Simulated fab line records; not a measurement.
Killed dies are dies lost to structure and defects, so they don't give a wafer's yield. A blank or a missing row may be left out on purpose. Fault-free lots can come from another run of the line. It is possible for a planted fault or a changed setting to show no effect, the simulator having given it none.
The tool behind it: which one? | flow n5 finfet | 10 lots, 30 wafers sampled, at 4 steps of a route of 1938

WHAT THE GAUGES SHOWED, per wafer
N5_BEOL_M10_CD_MEAS_11: the cd target is 64.1 nm.
lot  | measured     | on        | cd nm (nm)
L709 | day 11 20:32 | cd sem-01 | 64.4 64.7 65.6
L711 | day 12 10:07 | cd sem-03 | 64.9 64.9 65.0
L713 | day 13 07:31 | cd sem-02 | 64.4 64.2 64.2
L714 | day 13 11:59 | cd sem-03 | 64.1 63.7 64.1
L717 | day 14 14:50 | cd sem-03 | 63.4 62.8 64.2
L722 | day 14 23:08 | cd sem-01 | 64.6 65.2 64.5
L720 | day 14 23:43 | cd sem-03 | 65.5 64.5 64.5
L723 | day 16 09:52 | cd sem-02 | 63.3 63.2 63.7
L728 | day 17 11:26 | cd sem-03 | 64.3 64.2 64.2
L729 | day 17 16:26 | cd sem-01 | 63.6 62.9 63.6

EACH LOT AND THE TOOL THAT RAN IT (in order: tool; ch and the chambers of the sampled wafers; start)
lot  | N5_BEOL_M9_SURFACE_TREAT_79  | N5_BEOL_M10_HM_DEP_02        | N5_BEOL_M10_COAT_60
L709 | pvd sputter-02, day 11 17:07 | pvd sputter-02, day 11 20:02 | litho track-01 ch 0, day 11 20:10
L711 | pvd sputter-02, day 12 05:56 | pvd sputter-03, day 12 09:38 | litho track-03 ch 0, day 12 09:46
L713 | pvd sputter-01, day 13 03:46 | pvd sputter-03, day 13 07:08 | litho track-03 ch 0, day 13 07:16
L714 | pvd sputter-01, day 13 07:51 | pvd sputter-01, day 13 11:29 | litho track-05 ch 0, day 13 11:37
L717 | pvd sputter-01, day 14 10:31 | pvd sputter-03, day 14 14:20 | litho track-03 ch 0, day 14 14:28
L722 | pvd sputter-01, day 14 19:28 | pvd sputter-03, day 14 22:37 | litho track-01 ch 0, day 14 22:44
L720 | pvd sputter-01, day 14 20:02 | pvd sputter-01, day 14 23:13 | litho track-05 ch 0, day 14 23:21
L723 | pvd sputter-02, day 16 05:36 | pvd sputter-03, day 16 09:22 | litho track-05 ch 0, day 16 09:30
L728 | pvd sputter-03, day 17 08:00 | pvd sputter-01, day 17 10:56 | litho track-05 ch 0, day 17 11:04
L729 | pvd sputter-03, day 17 12:40 | pvd sputter-01, day 17 16:03 | litho track-05 ch 0, day 17 16:12
- N5_BEOL_M9_SURFACE_TREAT_79
- N5_BEOL_M10_HM_DEP_02: deposits TiN, target thk 20 nm.
- N5_BEOL_M10_COAT_60: time 60 s, resist thk 30 nm.

THE ANSWER, worked out from the rows above alone
Rule: what is usual is taken from the lots themselves. Put in order of their means at a reading, lots are off if they are a third of the lots or fewer, leave a main group of 4 or more, and stand apart from it by a gap of 3 or more times the standard deviation of the main group's means; of several such gaps the widest counts. Not used: any main group whose means are identical at the precision the tables above print for the reading. A lot without any number at a reading at which 4 lots or more have one is off too. Any other lot the step has rows for is counted as sound.
No lot is off on any of the readings shown, so nothing can be concluded from this.

WHAT THE SIMULATOR HAD INSERTED
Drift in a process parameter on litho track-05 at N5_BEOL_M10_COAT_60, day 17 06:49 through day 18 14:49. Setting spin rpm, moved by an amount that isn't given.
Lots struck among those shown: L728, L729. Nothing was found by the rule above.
